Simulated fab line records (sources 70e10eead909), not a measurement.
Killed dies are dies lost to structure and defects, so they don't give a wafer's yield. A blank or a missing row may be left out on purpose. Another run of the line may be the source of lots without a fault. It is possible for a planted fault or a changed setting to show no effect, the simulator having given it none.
Which tool was responsible? -- flow nand-harc -- 14 lots with 42 wafers sampled at 4 steps, on a route of 1302 steps

## WHAT THE GAUGES SHOWED, per wafer
The record holds no reading of a measuring or inspecting step that can be judged against a usual standard deviation.

## WHAT TOOL EACH LOT RAN ON (gives the tool, then ch and the chambers of the sampled wafers, and finally the start)
lot,NHARC_P_M2_ANNEAL_31,NHARC_P_BONDPAD_DEP_00,NHARC_P_BONDPAD_ETCH_12,NHARC_P_BONDPAD_DEGAS_25
L718,"rtp-anneal-01 ch 0, day 6 10:55","pecvd-04 ch 0,1,2, day 6 12:14","rie-diel-11 ch 1,3, day 6 13:51","pvd-sputter-03, day 6 14:37"
L719,"rtp-anneal-02 ch 0, day 6 16:04","pecvd-03 ch 0,1,2, day 6 17:41","rie-diel-11 ch 0,1,2, day 6 19:12","pvd-sputter-01, day 6 19:58"
L721,"rtp-anneal-02 ch 0, day 7 14:10","pecvd-03 ch 0,1,2, day 7 15:29","rie-diel-13 ch 0,2, day 7 16:56","pvd-sputter-01, day 7 17:42"
L724,"rtp-anneal-01 ch 0, day 9 02:50","pecvd-01 ch 0,1, day 9 05:35 or earlier","rie-diel-13 ch 0,2,3, day 9 05:35","pvd-sputter-03, day 9 06:20"
L725,"rtp-anneal-02 ch 0, day 9 10:49","pecvd-04 ch 1,2, day 9 13:52 or earlier","rie-diel-08 ch 1,3, day 9 13:52","pvd-sputter-01, day 9 14:38"
L727,"rtp-anneal-02 ch 0, day 10 10:13","pecvd-03 ch 0,1,2, day 10 11:37","rie-diel-11 ch 0,1,3, day 10 13:10","pvd-sputter-01, day 10 13:56"
L728,"rtp-anneal-02 ch 0, day 10 23:24","pecvd-03 ch 0,1,2, day 11 00:49","rie-diel-08 ch 1,2,3, day 11 02:28","pvd-sputter-02, day 11 03:14"
L731,"rtp-anneal-02 ch 0, day 11 22:24","pecvd-04 ch 0,1, day 11 23:44","rie-diel-13 ch 1,2,3, day 12 01:21","pvd-sputter-02, day 12 02:07"
L734,"rtp-anneal-02 ch 0, day 13 06:08","pecvd-01 ch 0,1,2, day 13 08:59 or earlier","rie-diel-08 ch 0,1,3, day 13 08:59","pvd-sputter-03, day 13 09:47"
L735,"rtp-anneal-02 ch 0, day 13 14:24","pecvd-04 ch 0,1,2, day 13 15:43","rie-diel-08 ch 0,1,2, day 13 17:20","pvd-sputter-01, day 13 18:05"
L736,"rtp-anneal-01 ch 0, day 13 20:56","pecvd-04 ch 0,1, day 13 22:19","rie-diel-11 ch 0,1,3, day 13 23:57","pvd-sputter-01, day 14 00:43"
L739,"rtp-anneal-02 ch 0, day 15 06:02","pecvd-04 ch 0,1,2, day 15 07:27","rie-diel-11 ch 1,2,3, day 15 09:02","pvd-sputter-01, day 15 09:47"
L740,"rtp-anneal-02 ch 0, day 15 18:27","pecvd-04 ch 1,2, day 15 19:52","rie-diel-13 ch 0,3, day 15 21:28","pvd-sputter-01, day 15 22:14"
L741,"rtp-anneal-02 ch 0, day 16 08:50","pecvd-04 ch 0,2, day 16 10:12","rie-diel-13 ch 0,1, day 16 11:50","pvd-sputter-01, day 16 12:37"
- NHARC_P_M2_ANNEAL_31: time 90 s.
- NHARC_P_BONDPAD_DEP_00: deposits SiCN, target thk 250 nm.
- NHARC_P_BONDPAD_ETCH_12: etches the open film in CHF3/O2, target depth 200 nm, time 100 s.
- NHARC_P_BONDPAD_DEGAS_25: time 60 s.

## AS READ BY THE TOOLS THEMSELVES (means over the sampled wafers that have a number; for cases with no such wafer, the mark the record gives instead)
NHARC_P_M2_ANNEAL_31.
lot,tool,wafer_temp_C_max
L718,rtp-anneal-01,226.6
L719,rtp-anneal-02,225.9
L721,rtp-anneal-02,225.8
L724,rtp-anneal-01,226.4
L725,rtp-anneal-02,225.8
L727,rtp-anneal-02,225.6
L728,rtp-anneal-02,225.7
L731,rtp-anneal-02,226.0
L734,rtp-anneal-02,225.7
L735,rtp-anneal-02,225.8
L736,rtp-anneal-01,226.8
L739,rtp-anneal-02,225.8
L740,rtp-anneal-02,226.2
L741,rtp-anneal-02,225.9

NHARC_P_BONDPAD_DEP_00.
lot,tool,heater-power-w (W),showerhead-vpp-V (V)
L718,pecvd-04,466,1289
L719,pecvd-03,691,1316
L721,pecvd-03,675,1315
L724,pecvd-01,544,1385
L725,pecvd-04,464,1344
L727,pecvd-03,663,1318
L728,pecvd-03,688,1309
L731,pecvd-04,477,1284
L734,pecvd-01,576,1328
L735,pecvd-04,507,1304
L736,pecvd-04,531,1292
L739,pecvd-04,524,1302
L740,pecvd-04,491,1340
L741,pecvd-04,509,1278

NHARC_P_BONDPAD_ETCH_12.
lot,tool,drypump-motor-current-A (A),oes-product-au (a.u.),rf-vpp-V (V),run-length-s (s),showerhead-plenum-p-Torr (Torr),throttle-valve-pct (%)
L718,rie-diel-11,5.6,0.972,369.1,121.2,2.35,20.576
L719,rie-diel-11,5.8,0.922,366.9,121.6,2.28,20.572
L721,rie-diel-13,5.6,0.943,368.4,122.0,2.32,20.572
L724,rie-diel-13,5.7,0.926,369.7,121.8,2.34,20.570
L725,rie-diel-08,5.5,0.973,371.4,121.8,2.44,20.574
L727,rie-diel-11,5.8,0.976,369.3,121.3,2.32,20.572
L728,rie-diel-08,5.3,0.968,370.8,121.4,2.41,20.574
L731,rie-diel-13,6.0,0.922,370.9,121.6,2.39,20.567
L734,rie-diel-08,5.6,0.980,370.1,117.4,2.40,20.578
L735,rie-diel-08,5.5,0.917,370.5,117.4,2.38,20.577
L736,rie-diel-11,5.8,0.923,369.3,121.5,2.32,20.574
L739,rie-diel-11,5.6,0.934,368.2,121.6,2.31,20.575
L740,rie-diel-13,5.9,0.965,369.7,121.2,2.37,20.574
L741,rie-diel-13,5.9,0.973,370.2,122.0,2.38,20.571

NHARC_P_BONDPAD_DEGAS_25.
lot,tool,heater-power-w (W)
L718,pvd-sputter-03,494
L719,pvd-sputter-01,489
L721,pvd-sputter-01,474
L724,pvd-sputter-03,426
L725,pvd-sputter-01,470
L727,pvd-sputter-01,466
L728,pvd-sputter-02,440
L731,pvd-sputter-02,453
L734,pvd-sputter-03,499
L735,pvd-sputter-01,489
L736,pvd-sputter-01,472
L739,pvd-sputter-01,490
L740,pvd-sputter-01,462
L741,pvd-sputter-01,475

## THE ANSWER, worked out from the rows above alone
Rule: the lots themselves supply what counts as usual. Put in order of their means at a reading, lots are off if they are a third of the lots or fewer, leave a main group of 4 or more, and stand apart from it by a gap of 3 or more times the standard deviation of the main group's means; of several such gaps the widest counts. If all means in a main group match to the digits the tables above print for the reading, that group is not used. Also off: a lot with no number at a reading for which 4 or more lots have one. The other lots that the step has rows for count as sound. After the gauges, taken in route order, come the tools' own readings; for these a lot's mean is taken, as printed above. At the first step where some lot is off, the reading lying furthest off is the one used; lots without a number count as furthest.
Off: L734, L735 (NHARC_P_BONDPAD_ETCH_12, run-length-s). Mean 121.6 s and standard deviation 0.27 in the main group.
A tool fits if, at that step or a process step before it, it ran every lot that is off, and no sound lot after the first of them. NHARC_P_BONDPAD_DEP_00: start missing for some lots; hours and lot order therefore follow NHARC_P_BONDPAD_ETCH_12. One fits: NHARC_P_BONDPAD_ETCH_12 on rie-diel-08. A fault onset in the window from L728 (day 11 02:28, its last sound lot) to L734 (day 13 08:59, its first lot off) fits.
The tool's own readings at NHARC_P_BONDPAD_ETCH_12 bear it out: on the lots that are off they differ by more than 5 times the standard deviation of the sound lots' means. run-length-s reads 117.4 s there against 121.6 s on the sound lots.

## WHAT HAD BEEN PUT IN BY THE SIMULATOR
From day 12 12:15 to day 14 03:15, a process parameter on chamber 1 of rie-diel-08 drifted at NHARC_P_BONDPAD_ETCH_12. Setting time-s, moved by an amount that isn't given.
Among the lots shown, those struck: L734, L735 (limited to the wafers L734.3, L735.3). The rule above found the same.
